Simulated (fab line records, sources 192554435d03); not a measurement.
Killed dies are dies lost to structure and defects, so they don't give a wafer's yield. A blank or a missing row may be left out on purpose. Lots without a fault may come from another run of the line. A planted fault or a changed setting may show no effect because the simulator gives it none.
A struck lot beside a sound one | flow n5_finfet | 29 steps out of a route of 1938
Sound: wafers L157.3, L157.4, L157.5. Struck: wafer L168.6. (L168.1 of the same lot was not struck and is left out.) The cause comes at the end.
At each step with rows: each side's tool, then ch and its chambers, then its first start. Under that, the readings that differ: sound wafers | struck wafers | difference of the means | sigmas: that difference in standard deviations of wafers without a fault.
alike: readings whose means differ by less than 2 such deviations, and words and numbers that are the same on both sides. not compared: withheld readings, readings that some wafer has no value for, bounds like >300 that may hide the same value, and numbers for which the record gives no deviation and whose values overlap.
The two part at a step that has a row with sigmas, a row that says differs or no value, or rows on one side only. Numbers that don't overlap but have no deviation are shown without sigmas and don't part them. A reading that every wafer of one side lacks parts them only if that side has two wafers or more.

first, 10 steps without rows for these wafers: N5_WELL_APT_DESCUM_30 (chemistry O2, time 7.9 s); N5_WELL_APT_IMPLANT_31; N5_WELL_APT_IMPLANT_32; N5_WELL_APT_STRIP_33 (strips in SPM, time 900 s); N5_WELL_APT_RTA_34 (time 10 s); N5_WELL_APT_OXIDE_STRIP_42 (strips SiO2 in dHF, time 45 s, target depth 12 nm); N5_WELL_APT_PRECLEAN_36 (cleans in O3/DIW, time 45 s); N5_WELL_APT_PRECLEAN_39 (cleans in dHF, time 60 s); N5_WELL_APT_SRD_37 (time 30 s); N5_WELL_APT_EPI_41 (deposits Si from SiH4/H2, target thk 50 nm, time 297.7 s).
N5_PMOS_HMC_CHANNEL_EPI_HM_DEP_34: deposits SiO2 from TEOS/O2, target thk 36 nm, time 6.9 s.
  sound on pecvd-01 ch 0,2, day 3 05:32; struck on pecvd-01 ch 2, day 5 23:03
  reading                                                  | sound             | struck | difference | sigmas
  model.SiO2_of_PMOS_HMC_CHANNEL_EPI_HM_DEP_34.thk_nm (nm) | 35.89 36.22 36.21 | 13.68  | -22.43     |
  alike: heater_power_w, showerhead_plenum_p_Torr, throttle_valve_pct
then, 15 steps without rows for these wafers: N5_PMOS_HMC_CHANNEL_EPI_COAT_31 (time 60 s, resist thk 66 nm); N5_PMOS_HMC_CHANNEL_EPI_COAT_03 (resist thk 205 nm); N5_PMOS_HMC_CHANNEL_EPI_EBR_05; N5_PMOS_HMC_CHANNEL_EPI_SOFTBAKE_04 (time 60 s); N5_PMOS_HMC_CHANNEL_EPI_EXPOSE_06 (exposes mask PMOS HMC BLK, target cd 240 nm); N5_PMOS_HMC_CHANNEL_EPI_PEB_07 (peb time 60 s); N5_PMOS_HMC_CHANNEL_EPI_DEVELOP_08 (develop time 30 s); N5_PMOS_HMC_CHANNEL_EPI_DESCUM_14 (chemistry O2, time 7.9 s); N5_PMOS_HMC_CHANNEL_EPI_ETCH_32 (etches BARC in N2/H2, stops on SiO2, target depth 85.8 nm, time 50.3 s); N5_PMOS_HMC_CHANNEL_EPI_HM_OPEN_15 (chemistry CHF3/O2, target SiO2, target depth 40.6 nm, time 20.3 s); N5_PMOS_HMC_CHANNEL_EPI_STRIP_33 (strips in N2/H2); N5_PMOS_HMC_CHANNEL_EPI_STRIP_17 (strips in SPM, time 750 s); N5_PMOS_HMC_CHANNEL_EPI_ETCH_38 (etches SiO2 in CF4, target depth 1.5 nm); N5_PMOS_HMC_CHANNEL_EPI_FIN_RECESS_16 (chemistry HBr/Cl2, target Si, target depth 54 nm, time 18 s); N5_PMOS_HMC_CHANNEL_EPI_PRECLEAN_36 (cleans in O3/DIW, time 45 s).
N5_PMOS_HMC_CHANNEL_EPI_PRECLEAN_18: cleans in DHF, time 30 s.
  sound on wet_bench-03 ch 3,4,7, day 3 06:32; struck on wet_bench-04 ch 4, day 5 23:59
  reading                                                  | sound          | struck | difference | sigmas
  model.SiO2_of_PMOS_HMC_CHANNEL_EPI_HM_DEP_34.thk_nm (nm) | 24.63 24.92 25 | 3.191  | -21.659    |
  alike: temp_c
then, 1 step without rows for these wafers: N5_PMOS_HMC_CHANNEL_EPI_SRD_19 (time 30 s).
-- the record jumps here: 8 days lie between the struck wafers' starts before and after (it left off in module PMOS_HMC_CHANNEL_EPI and takes up again in module BEOL_M4, whose first step shown is number 1111 of the route) --
N5_BEOL_M4_RC_MEAS_101:
  sound on prober-02 ch 0, day 10 15:11; struck on prober-01 ch 0, day 13 14:28
  alike: DIBL_N, DIBL_P, IOFF_N, IOFF_P, ION_N, ION_P, SS_N, SS_P, VT_N, VT_P

WHERE THEY PART
Nowhere in this record.

WHY: what the simulator had put in
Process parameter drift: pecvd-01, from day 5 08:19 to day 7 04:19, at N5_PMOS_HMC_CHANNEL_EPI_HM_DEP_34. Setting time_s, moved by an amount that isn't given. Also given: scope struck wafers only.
